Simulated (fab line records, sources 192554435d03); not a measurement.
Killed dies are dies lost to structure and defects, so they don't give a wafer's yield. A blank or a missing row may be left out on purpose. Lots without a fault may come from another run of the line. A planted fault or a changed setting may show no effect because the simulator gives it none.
Chamber matching | flow n5_finfet | N5_BEOL_M12_TRENCH_ETCH_34 on rie_diel-06: 4 sister chambers
The step etches SiOC in C4F8/O2/Ar, target depth 318.95 nm, time 125.5 s. 8 wafers are shown with their chamber, then 9 later ones without.

WAFERS WITH THEIR CHAMBER
wafer  | chamber | showerhead_plenum_p_Torr (Torr) | throttle_valve_pct (%)
L081.5 | 0       | 3.24                            | 24.57
L083.6 | 2       | 3.49                            | 24.23
L084.3 | 1       | 3.60                            | 24.19
L084.4 | 3       | 3.40                            | 24.05
L084.5 | 0       | 3.24                            | 24.58
L087.1 | 1       | 3.60                            | 24.19
L087.4 | 3       | 3.39                            | 24.06
L087.6 | 2       | 3.48                            | 24.22

WAFERS WITHOUT THEIR CHAMBER
wafer  | showerhead_plenum_p_Torr (Torr) | throttle_valve_pct (%)
L091.3 | 3.59                            | 24.20
L091.4 | 3.39                            | 24.08
L091.5 | 3.24                            | 24.61
L090.2 | 3.23                            | 24.60
L090.3 | 3.48                            | 24.25
L090.4 | 3.59                            | 24.20
L096.1 | 3.39                            | 24.08
L096.4 | 3.59                            | 24.23
L096.6 | 3.47                            | 24.26

WHICH CHAMBER EACH WENT THROUGH
wafer  | from the rows above | in truth
L091.3 | 1                   | 1
L091.4 | 3                   | 3
L091.5 | 0                   | 0
L090.2 | 0                   | 0
L090.3 | 2                   | 2
L090.4 | 1                   | 1
L096.1 | 3                   | 3
L096.4 | 1                   | 1
L096.6 | 2                   | 2
Placed correctly: 9 of 9. Can't be placed from these rows: 0. Placed wrongly: 0.
How it was worked out, from the rows above alone: a wafer's distance from a chamber is the root of the sum, over the readings, of the square of ((its reading less the chamber's mean) divided by the reading's scatter). The wafer belongs to the nearest chamber; if the next one is less than 2 further off, it can't be placed. A chamber's mean is the mean of its shown wafers. The scatter: the root of (the sum of the squares of (reading less its chamber's mean) over the shown wafers, divided by (wafers less chambers)).
